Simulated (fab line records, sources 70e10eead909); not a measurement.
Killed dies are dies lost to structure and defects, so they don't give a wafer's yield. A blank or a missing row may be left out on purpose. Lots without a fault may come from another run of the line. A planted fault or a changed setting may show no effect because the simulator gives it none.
fab line records | flow nand_harc
record lots=12 wafers=32 last_day=33
route steps=1302 shown P_M0@268 P_M1@296 END@1302
lots that met no fault: from a run of the same line without faults
start_h: hours from the record's first day to the start of the lot's first wafer shown | wait_h: hours since the lot's step before | " the same as in the row above | L1.1+2: a row that stands for several wafers | - no value, or no start given | * or withheld: withheld | < > ~ a bound
route shown NAME@n: a module of which the file shows steps, and the number in the route of the first | usual: mean/standard deviation of fault-free wafers | same: alike in all rows | chamber/n: place in a boat | sites: the reading at each site | _std_site: their standard deviation | _edge_site: outer sites' mean less inner sites' | radius_mm: how far each site lies from the wafer's centre | mask NAME#n: copy n | behind: the tool/chamber that last shaped the wafer | hold: why the lot was held/for how many hours/how that ended | device: the transistor (n, p or np) that didn't switch | end of line: the same wafers' tests at the end of the route | a step without rows: its recipe alone | killed: dies lost to structure and defects at the first sort, not the wafer's yield | map: a wafer's dies, x killed, . not, _ none there
set.NAME: the setting as run; set.NAME@STEP: as run at that earlier step | model.NAME: the simulator's own value behind a step, which no gauge read
steps of the route over a sample of lots; a table a step, a row a wafer
services: from which hour (start_h, from the record's first day; less than 0 if before it) a tool's chamber was out of use, for how many hours, and why
## steps
# step NHARC_P_M0_ETCH_15
# recipe target_depth_a=1500 overetch_a=150 time_s=82.5 c4f8_flow_sccm=withheld ar_flow_sccm=400 rf_w=600 bias_w=300 chemistry=C4F8/Ar
# usual oes_product_au=0.956/0.022 rf_vpp_V=442.7/1.8
# columns lot.wafer tool chamber start_h wait_h oes_product_au rf_hours_counter_h rf_vpp_V
L176.2 rie_diel-01 3 117.96 - 0.977 15 443.4
L176.3 " 2 " " 0.978 16 445.8
L176.5 " 0 " " 0.933 - 442.7
L178.1 rie_diel-01 2 145.80 - 0.977 23 444.3
L178.4 " 3 " " 0.968 21 440.9
L178.2 " 0 " " 0.947 18 443.4
L179.3 rie_diel-01 3 147.12 - 0.959 21 440.9
L179.4 " 0 " " 0.924 18 441.4
L179.5 " 1 " " 0.946 - 445.1
L181.1 rie_diel-01 3 170.57 - 0.997 26 441.8
L181.4 " 0 " " 0.957 23 442.4
L181.5 " 0 " " 0.953 - 442.0
L188.3 rie_diel-05 1 249.38 - 0.963 2 446.2
L188.6 " 3 " " 0.960 - 441.4
L188.5 " 0 " " 0.983 - 440.6
L191.5 rie_diel-01 2 266.51 - 0.924 - 446.1
L190.3 rie_diel-01 2 267.49 - 0.970 5 445.5
L192.3 rie_diel-12 2 283.21 - 0.983 1 441.7
L192.4 " 3 " " 0.961 0 441.8
L192.1 " 0 " " 0.956 0 440.8
L194.1 rie_diel-12 3 302.77 - 0.926 8 442.7
L194.4 " 1 " " 0.934 8 441.1
L194.6 " 3 " " 0.930 - 443.6
L196.2 rie_diel-12 3 320.95 - 0.958 16 441.5
L196.1 " 0 " " 0.957 19 439.3
L196.6 " 3 " " 0.963 - 443.3
L198.3 rie_diel-12 2 341.23 - 0.947 27 441.8
L198.2 " 3 " " 0.940 24 441.5
L198.5 " 0 " " 0.938 - 441.4
L199.4 rie_diel-01 2 347.59 - 0.958 24 443.1
L199.3 " 3 " " 0.985 25 443.3
L199.6 " 3 " " 0.980 - 441.9
# step NHARC_P_M1_OVL_MEAS_10
# recipe pitch_nm=260
# usual overlay_x_nm=-0.2/0.78 overlay_y_nm=0.0/0.85
# columns lot.wafer tool chamber start_h wait_h overlay_x_nm overlay_y_nm
L176.2 overlay-01 - 121.68 - -0.4 0.0
L176.3 " - " " -1.2 0.0
L176.5 " - " " -0.6 0.2
L178.1 overlay-02 - 149.70 - -1.2 -1.0
L178.2 " - " " -0.3 -2.0
L178.4 " - " " -0.4 -1.4
L179.3 overlay-02 - 151.03 - 0.7 0.3
L179.4 " - " " 0.4 0.1
L179.5 " - " " 0.9 0.1
L181.1 overlay-01 - 174.82 - -0.3 -0.3
L181.4 " - " " -0.6 -0.4
L181.5 " - " " -0.8 -0.9
L188.3 overlay-02 - 253.47 - 0.2 -1.1
L188.5 " - " " -0.6 -1.4
L188.6 " - " " -0.4 -1.5
L191.5 overlay-02 - 270.14 - 0.7 1.3
L190.3 overlay-02 - 271.45 - 1.0 0.5
L192.1 overlay-02 - 286.86 - -0.6 -0.9
L192.3 " - " " -1.8 -1.7
L192.4 " - " " -0.9 -1.9
L194.1 overlay-02 - 306.55 - -1.1 0.1
L194.4 " - " " -1.3 -0.3
L194.6 " - " " -0.5 -0.1
L196.1 overlay-02 - 324.64 - 1.4 0.2
L196.2 " - " " 0.6 0.9
L196.6 " - " " 0.0 -0.1
L198.2 overlay-01 - 345.05 - 0.1 0.5
L198.3 " - " " 0.0 0.6
L198.5 " - " " -0.1 0.9
L199.3 overlay-01 - 351.25 - -0.1 0.1
L199.4 " - " " -0.3 -0.6
L199.6 " - " " 0.0 0.5
# step NHARC_P_M1_DESCUM_14
# recipe time_s=3 o2_flow_sccm=200 ar_flow_sccm=0 bias_power_w=0 chemistry=O2
# usual drypump_motor_current_A=5.5/0.49 oes_product_au=0.994/0.015 rf_vpp_V=57.7/0.88 showerhead_plenum_p_Torr=1.90/0.061 throttle_valve_pct=11.311/0.0088
# same bias_power_w=0
# columns lot.wafer tool chamber start_h wait_h hold drypump_motor_current_A oes_product_au rf_hours_counter_h rf_vpp_V showerhead_plenum_p_Torr throttle_valve_pct
L176.2 rie_diel-13 1 121.78 0.1 - 6.5 1.009 12 56.9 1.89 11.313
L176.3 " 2 " " - 6.3 0.994 12 57.2 1.88 11.309
L176.5 " 2 " " - 6.3 0.986 - 58.2 1.88 11.290
L178.4 rie_diel-10 0 149.81 0.1 - 4.9 1.004 5 56.5 1.80 11.326
L178.1 " 1 " " - 5.3 1.030 4 58.0 1.85 11.309
L178.2 " 2 " " - 5.0 1.009 3 56.1 1.89 11.299
L179.4 rie_diel-13 0 151.13 0.1 - 5.4 0.980 12 57.3 1.88 11.318
L179.3 " 1 " " - 6.5 1.000 14 58.1 1.89 11.302
L179.5 " 0 " " - 5.5 0.982 - 58.8 1.88 11.322
L181.1 rie_diel-13 3 174.92 0.1 - 5.3 0.993 0 56.6 1.99 11.298
L181.4 " 2 " " - 6.3 0.986 0 58.1 1.88 11.320
L181.5 " 3 " " - 5.3 0.993 - 58.9 1.99 11.321
L188.3 rie_diel-10 3 253.57 0.1 - 5.4 0.988 0 57.9 1.96 11.317
L188.5 " 3 " " - 5.4 0.980 - 58.3 1.96 11.301
L188.6 " 0 " " - 4.9 0.991 - 57.5 1.79 11.314
L191.5 rie_diel-13 3 272.30 2.0 await_dispo/1.5h/release 5.3 1.002 - 57.8 1.99 11.308
L190.3 rie_diel-13 1 274.75 3.1 await_dispo/3.0h/release 6.5 1.019 6 56.8 1.89 11.331
L192.1 rie_diel-13 3 286.97 0.1 - 5.3 0.994 9 56.8 1.99 11.307
L192.3 " 0 " " - 5.4 0.992 8 58.9 1.88 11.298
L192.4 " 1 " " - 6.5 1.004 6 59.7 1.89 11.308
L194.4 rie_diel-10 0 306.66 0.1 - 4.9 0.983 4 57.4 1.79 11.312
L194.1 " 1 " " - 5.2 0.981 3 57.8 1.84 11.306
L194.6 " 0 " " - 4.9 0.986 - 57.9 1.79 11.299
L196.1 rie_diel-10 0 324.76 0.1 - 4.9 0.969 6 56.6 1.79 11.292
L196.2 " 1 " " - 5.3 0.984 5 57.9 1.84 11.307
L196.6 " 2 " " - 5.0 1.013 - 58.4 1.88 11.312
L198.3 rie_diel-10 2 345.15 0.1 - 5.0 1.010 7 58.7 1.88 11.303
L198.2 " 3 " " - 5.4 0.973 7 59.8 1.96 11.303
L198.5 " 2 " " - 5.1 1.009 - 58.0 1.88 11.300
L199.4 rie_diel-13 3 351.34 0.1 - 5.4 0.990 0 59.2 1.99 11.307
L199.3 " 0 " " - 5.4 0.981 0 56.9 1.87 11.305
L199.6 " 3 " " - 5.4 0.993 - 58.1 1.99 11.305
# step NHARC_P_M1_ETCH_28
# recipe target_depth_a=300 over_etch_frac=0.3 time_s=72.99 ion_energy_ev=150 cf4_flow_sccm=50 n2_flow_sccm=100 ar_flow_sccm=150 rf_w=300 bias_w=100 chemistry=CF4/N2
# usual drypump_motor_current_A=5.5/0.51 oes_product_au=0.995/0.015 rf_vpp_V=313.8/1.6 showerhead_plenum_p_Torr=2.60/0.077 throttle_valve_pct=19.794/0.0083
# columns lot.wafer tool chamber start_h wait_h drypump_motor_current_A oes_product_au rf_hours_counter_h rf_vpp_V showerhead_plenum_p_Torr throttle_valve_pct
L176.2 rie_diel-06 1 - - 5.8 1.014 48 315.2 2.61 19.781
L176.3 " 0 " " 6.1 0.996 39 313.9 2.68 19.789
L176.5 " 2 " " 5.3 1.019 - 313.7 2.71 19.795
L178.1 rie_diel-13 3 - - 5.3 0.997 13 315.8 2.73 19.799
L178.2 " 0 " " 5.4 0.978 12 312.7 2.58 19.805
L178.4 " 2 " " 6.3 0.999 13 312.8 2.59 19.787
L179.3 rie_diel-10 0 - - 4.9 0.992 5 312.2 2.47 19.802
L179.4 " 1 " " 5.3 1.024 4 314.5 2.54 19.789
L179.5 " 0 " " 4.9 0.985 - 313.4 2.47 19.798
L181.4 rie_diel-13 3 - - 5.3 0.994 0 317.2 2.73 19.789
L181.1 " 2 " " 6.3 0.989 0 313.8 2.58 19.808
L181.5 " 0 " " 5.5 0.976 - 312.4 2.58 19.784
L188.3 rie_diel-13 3 - - 5.3 0.994 5 316.1 2.72 19.799
L188.5 " 2 " " 6.3 0.976 - 314.3 2.58 19.808
L188.6 " 3 " " 5.4 0.992 - 316.3 2.73 19.784
L191.5 rie_diel-10 2 - - 5.0 1.015 - 313.2 2.59 19.793
L190.3 rie_diel-10 0 - - 4.9 0.993 2 311.8 2.47 19.791
L192.4 rie_diel-10 1 - - 5.3 0.988 2 312.1 2.54 19.796
L192.1 " 2 " " 5.0 1.020 3 313.6 2.59 19.799
L192.3 " 3 " " 5.5 0.986 2 314.7 2.69 19.788
L194.1 rie_diel-13 3 - - 5.4 1.007 12 315.1 2.72 19.791
L194.4 " 0 " " 5.5 0.978 10 313.1 2.57 19.811
L194.6 " 1 " " 6.5 1.001 - 313.2 2.59 19.791
L196.2 rie_diel-13 3 - - 5.4 1.002 14 314.9 2.72 19.791
L196.1 " 0 " " 5.5 0.986 12 312.3 2.57 19.800
L196.6 " 2 " " 6.3 0.996 - 314.5 2.58 19.799
L198.3 rie_diel-10 3 - - 5.4 0.978 7 315.6 2.69 19.795
L198.2 " 2 " " 5.0 1.022 7 315.0 2.59 19.793
L198.5 " 0 " " 4.9 0.995 - 310.4 2.47 19.783
L199.3 rie_diel-10 1 - - 5.3 0.980 7 312.4 2.54 19.788
L199.4 " 3 " " 5.4 0.971 8 315.0 2.68 19.803
L199.6 " 1 " " 5.3 0.973 - 313.4 2.54 19.785
# step NHARC_P_M1_PRE_CLEAN_30
# recipe time_s=30 temp_c=280 gas=H2/He
# usual heater_power_w=409/43
# columns lot.wafer tool chamber start_h wait_h heater_power_w
L176.2 pvd_sputter-03 - - - 441
L176.3 " - " " 440
L176.5 " - " " 352
L178.4 pvd_sputter-03 - - - 353
L178.1 " - " " 344
L178.2 " - " " 430
L179.3 pvd_sputter-03 - - - 425
L179.4 " - " " 346
L179.5 " - " " 443
L181.4 pvd_sputter-02 - 176.11 0.1 403
L181.1 " - " " 477
L181.5 " - " " 420
L188.3 pvd_sputter-01 - - - 367
L188.6 " - " " 452
L188.5 " - " " 466
L191.5 pvd_sputter-01 - - - 453
L190.3 pvd_sputter-03 - - - 440
L192.4 pvd_sputter-03 - - - 425
L192.3 " - " " 337
L192.1 " - " " 336
L194.4 pvd_sputter-02 - - - 409
L194.1 " - " " 420
L194.6 " - " " 425
L196.1 pvd_sputter-01 - - - 377
L196.2 " - " " 388
L196.6 " - " " 371
L198.3 pvd_sputter-02 - - - 425
L198.2 " - " " 411
L198.5 " - " " 406
L199.4 pvd_sputter-01 - - - 372
L199.3 " - " " 459
L199.6 " - " " 389
# step NHARC_END_SORT_01
# recipe temp_c=25
# usual defect_limited_yield=91.3/3 killed_at_array=54/20 killed_at_other=0.7/0.94 killed_at_periphery=3.8/2.7 killed_dies=59/20 killed_open=3.5/1.9 killed_short=2.5/1.6
# same gross_dies=677
# columns lot.wafer tool chamber start_h wait_h defect_limited_yield[%] killed_at_array killed_at_other killed_at_periphery killed_dies killed_open killed_short
L176.2 prober-01 0 567.37 2.8 89.5 68 1 2 71 5 1
L176.3 prober-01 0 568.16 3.1 93.4 42 0 3 45 2 3
L176.5 prober-01 0 569.74 3.7 90.3 64 0 2 66 2 2
L181.1 prober-02 0 598.71 2.5 89.8 64 0 5 69 3 2
L181.4 prober-02 0 601.09 3.4 87.6 79 1 4 84 6 5
L181.5 prober-02 0 601.88 3.7 87.3 79 1 6 86 3 1
L188.3 prober-02 0 691.36 3.1 86.3 87 0 6 93 4 4
L188.5 prober-02 0 692.94 3.7 87.9 75 1 6 82 4 5
L188.6 prober-02 0 693.74 4.0 87.3 84 0 2 86 5 4
L190.3 prober-01 0 706.22 3.1 83.8 45 0 65 110 5 2
L191.5 prober-02 0 707.92 3.7 82.3 50 1 69 120 2 4
L192.1 prober-01 0 731.48 2.5 92.0 46 0 8 54 4 5
L192.3 prober-01 0 733.06 3.1 93.4 40 0 5 45 4 0
L192.4 prober-01 0 733.86 3.4 93.6 37 1 5 43 1 2
L194.1 prober-02 0 738.11 2.5 93.5 42 0 2 44 1 3
L194.4 prober-02 0 740.44 3.3 92.6 48 0 2 50 6 1
L194.6 prober-02 0 742.00 3.9 93.6 42 1 0 43 1 6
L198.2 prober-02 0 775.82 2.8 85.2 96 1 3 100 3 3
L198.3 prober-02 0 776.63 3.1 87.0 83 0 5 88 1 5
L198.5 prober-02 0 778.25 3.7 90.5 58 0 6 64 4 2
# killed by level:class
L176.2 A_CHANNEL_HOLE_D2:chamber_film_flake=31 A_SLIT:chamber_film_flake=24 A_WL_FILL:chamber_film_flake=5 A_BLC:geometric_particle:open=2 A_CHANNEL_FILL_D2:chamber_film_flake=2 P_CONTACT:geometric_particle:open=1 A_SOURCE_PLATE:geometric_particle:short=1 A_ONON_D2:geometric_particle:open=1
L176.3 A_SLIT:chamber_film_flake=20 A_CHANNEL_HOLE_D2:chamber_film_flake=11 A_CHANNEL_HOLE_D1:chamber_film_flake=3 A_ONON_D1:geometric_particle:open=2 A_ONON_D1:geometric_particle:short=2 P_M2:chamber_film_flake=2 A_WL_FILL:chamber_film_flake=2 P_CONTACT:geometric_particle:short=1
L176.5 A_CHANNEL_HOLE_D2:chamber_film_flake=27 A_SLIT:chamber_film_flake=22 A_CHANNEL_HOLE_D1:chamber_film_flake=3 A_WL_FILL:chamber_film_flake=3 A_CHANNEL_FILL_D2:chamber_film_flake=2 A_STAIRCASE:chamber_film_flake=2 P_GATE:geometric_particle:open=1 A_SOURCE_PLATE:geometric_particle:short=1
L181.1 A_SLIT:chamber_film_flake=23 A_CHANNEL_HOLE_D1:chamber_film_flake=21 A_CHANNEL_HOLE_D2:chamber_film_flake=8 P_M1:chamber_film_flake=5 A_CONTACT:chamber_film_flake=3 A_STAIRCASE:chamber_film_flake=2 A_WL_FILL:chamber_film_flake=2 A_DECK1_JOINT:geometric_particle:short=1
L181.4 A_CHANNEL_HOLE_D1:chamber_film_flake=31 A_SLIT:chamber_film_flake=23 A_CHANNEL_HOLE_D2:chamber_film_flake=7 A_STAIRCASE:chamber_film_flake=4 A_CONTACT:chamber_film_flake=4 A_ONON_D2:geometric_particle:open=2 P_M1:chamber_film_flake=2 P_M0:geometric_particle:short=1
L181.5 A_CHANNEL_HOLE_D1:chamber_film_flake=38 A_SLIT:chamber_film_flake=29 A_CHANNEL_HOLE_D2:chamber_film_flake=5 P_M1:chamber_film_flake=4 A_CONTACT:chamber_film_flake=3 P_M2:geometric_particle:open=1 A_DECK1_JOINT:geometric_particle:open=1 A_WL_FILL:geometric_particle:open=1
L188.3 A_SLIT:chamber_film_flake=34 A_CHANNEL_HOLE_D2:chamber_film_flake=21 A_CHANNEL_HOLE_D1:chamber_film_flake=17 A_CONTACT:chamber_film_flake=4 A_ONON_D1:geometric_particle:short=3 P_M1:chamber_film_flake=2 A_M0:chamber_film_flake=2 P_CONTACT:geometric_particle:open=1
L188.5 A_SLIT:chamber_film_flake=27 A_CHANNEL_HOLE_D1:chamber_film_flake=22 A_CHANNEL_HOLE_D2:chamber_film_flake=14 A_WL_FILL:chamber_film_flake=3 A_CONTACT:chamber_film_flake=3 P_M1:geometric_particle:short=2 P_GATE:geometric_particle:open=1 P_CONTACT:geometric_particle:open=1
L188.6 A_CHANNEL_HOLE_D1:chamber_film_flake=27 A_SLIT:chamber_film_flake=22 A_CHANNEL_HOLE_D2:chamber_film_flake=15 A_CONTACT:chamber_film_flake=6 A_M0:chamber_film_flake=3 A_CHANNEL_FILL_D2:geometric_particle:short=2 P_CONTACT:geometric_particle:open=1 A_CHANNEL_FILL_D1:geometric_particle:open=1
L190.3 P_M0:unspecified=64 A_CHANNEL_HOLE_D1:chamber_film_flake=33 A_ONON_D2:geometric_particle:open=2 A_SLIT:chamber_film_flake=2 A_CONTACT:chamber_film_flake=2 P_GATE:geometric_particle:short=1 A_DECK1_JOINT:chamber_film_flake=1 A_CHANNEL_FILL_D1:geometric_particle:open=1
L191.5 P_M0:unspecified=69 A_CHANNEL_HOLE_D2:chamber_film_flake=28 A_STAIRCASE:chamber_film_flake=8 A_CHANNEL_HOLE_D1:chamber_film_flake=6 A_ONON_D1:geometric_particle:short=2 A_CHANNEL_FILL_D2:geometric_particle:short=2 A_CHANNEL_FILL_D1:geometric_particle:open=1 STARTING-WAFER:geometric_particle:open=1
L192.1 A_CHANNEL_HOLE_D2:chamber_film_flake=19 A_CHANNEL_HOLE_D1:chamber_film_flake=11 A_SLIT:chamber_film_flake=5 P_M2:chamber_film_flake=3 P_GATE:chamber_film_flake=2 A_DECK1_JOINT:chamber_film_flake=2 A_SGD_CUT:chamber_film_flake=2 P_STI:geometric_particle:short=1
L192.3 A_CHANNEL_HOLE_D2:chamber_film_flake=21 A_CHANNEL_HOLE_D1:chamber_film_flake=8 P_CONTACT:chamber_film_flake=2 A_SGD_CUT:chamber_film_flake=2 A_SLIT:chamber_film_flake=2 A_BONDPAD:chamber_film_flake=2 P_M1:geometric_particle:open=1 A_CONTACT:geometric_particle:open=1
L192.4 A_CHANNEL_HOLE_D2:chamber_film_flake=18 A_CHANNEL_HOLE_D1:chamber_film_flake=8 P_M2:chamber_film_flake=3 A_SLIT:chamber_film_flake=3 A_SGD_CUT:chamber_film_flake=2 A_CHANNEL_HOLE_D1:geometric_particle:short=1 A_CHANNEL_HOLE_D2:geometric_particle:open=1 STARTING-WAFER:geometric_particle:short=1
L194.1 A_CHANNEL_HOLE_D2:chamber_film_flake=17 A_CHANNEL_HOLE_D1:chamber_film_flake=13 A_SLIT:chamber_film_flake=5 A_CHANNEL_FILL_D2:geometric_particle:short=2 P_CONTACT:geometric_particle:open=1 A_ONON_D1:geometric_particle:short=1 P_GATE:chamber_film_flake=1 A_CHANNEL_FILL_D2:chamber_film_flake=1
L194.4 A_CHANNEL_HOLE_D2:chamber_film_flake=21 A_CHANNEL_HOLE_D1:chamber_film_flake=11 A_SLIT:chamber_film_flake=4 A_CHANNEL_FILL_D2:chamber_film_flake=2 A_CONTACT:chamber_film_flake=2 P_CONTACT:geometric_particle:open=1 P_M0:geometric_particle:open=1 A_ONON_D1:geometric_particle:open=1
L194.6 A_CHANNEL_HOLE_D2:chamber_film_flake=14 A_CHANNEL_HOLE_D1:chamber_film_flake=11 A_CHANNEL_FILL_D2:chamber_film_flake=3 A_DECK1_JOINT:geometric_particle:short=2 A_WL_FILL:geometric_particle:short=2 A_STAIRCASE:chamber_film_flake=2 A_SGD_CUT:chamber_film_flake=2 A_CONTACT:chamber_film_flake=2
L198.2 A_SLIT:chamber_film_flake=35 A_CHANNEL_HOLE_D2:chamber_film_flake=32 A_CHANNEL_HOLE_D1:chamber_film_flake=8 A_CONTACT:chamber_film_flake=6 A_CHANNEL_FILL_D1:chamber_film_flake=4 A_STAIRCASE:chamber_film_flake=4 P_STI:chamber_film_flake=2 A_ONON_D2:geometric_particle:open=1
L198.3 A_CHANNEL_HOLE_D1:chamber_film_flake=22 A_SLIT:chamber_film_flake=22 A_CHANNEL_HOLE_D2:chamber_film_flake=21 A_CONTACT:chamber_film_flake=4 A_CHANNEL_FILL_D1:chamber_film_flake=3 A_ONON_D2:geometric_particle:short=2 P_ZERO_WELL:chamber_film_flake=2 P_GATE:chamber_film_flake=2
L198.5 A_SLIT:chamber_film_flake=25 A_CHANNEL_HOLE_D2:chamber_film_flake=14 A_CHANNEL_HOLE_D1:chamber_film_flake=8 P_ZERO_WELL:chamber_film_flake=3 A_CONTACT:chamber_film_flake=3 A_CHANNEL_FILL_D1:chamber_film_flake=2 P_M0:geometric_particle:open=1 A_CHANNEL_FILL_D1:geometric_particle:open=1
## services
# columns tool chamber start_h hours kind
rie_diel-10 - 96.40 1.2 repair
rie_diel-12 2 96.69 16.6 repair
rie_diel-10 2 100.82 7.2 repair
rie_diel-01 0 103.87 10.5 repair
rie_diel-10 1 110.10 9.0 repair
rie_diel-13 2 129.30 2.2 repair
rie_diel-10 0 137.82 2.2 repair
rie_diel-12 2 143.59 8.9 repair
rie_diel-12 1 158.92 22.4 repair
rie_diel-13 - 165.23 9.0 pm
pvd_sputter-03 - 170.00 10.0 pm
rie_diel-12 1 184.15 13.8 repair
rie_diel-13 1 187.75 21.0 repair
rie_diel-13 2 197.62 2.8 repair
rie_diel-01 - 204.99 9.0 pm
rie_diel-10 - 242.50 9.0 pm
rie_diel-10 3 262.51 6.7 repair
rie_diel-10 1 288.40 2.6 repair
rie_diel-10 - 300.03 0.8 repair
rie_diel-13 2 310.75 4.6 repair
rie_diel-01 0 336.70 5.6 repair
rie_diel-13 - 342.23 9.0 pm
rie_diel-01 - 345.89 1.2 repair
pvd_sputter-03 - 348.00 10.0 pm
## key
first_sign step=NHARC_END_SORT_01 reading=killed_at_periphery direction=up sigmas=24 usual=3.8 struck=67
effect step=NHARC_END_SORT_01 reading=killed_dies direction=up sigmas=2.8 usual=59 struck=115
more_kills_born_at NHARC_P_M0_ETCH_15@rie_diel-01=133
met_at NHARC_P_M0_ETCH_15
struck_lots L190,L191
struck_wafers L190.3,L191.5
not_acting_at NHARC_P_M1_OVL_MEAS_10,NHARC_P_M1_ETCH_28,NHARC_P_M1_PRE_CLEAN_30
onset_between 145.80 266.51
fault kind=chamber_particle_source tool=rie_diel-01 chamber=2 onset_h=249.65 steps=NHARC_P_M0_ETCH_15 rate_per_visit_cm2=0.3805 end_h=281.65
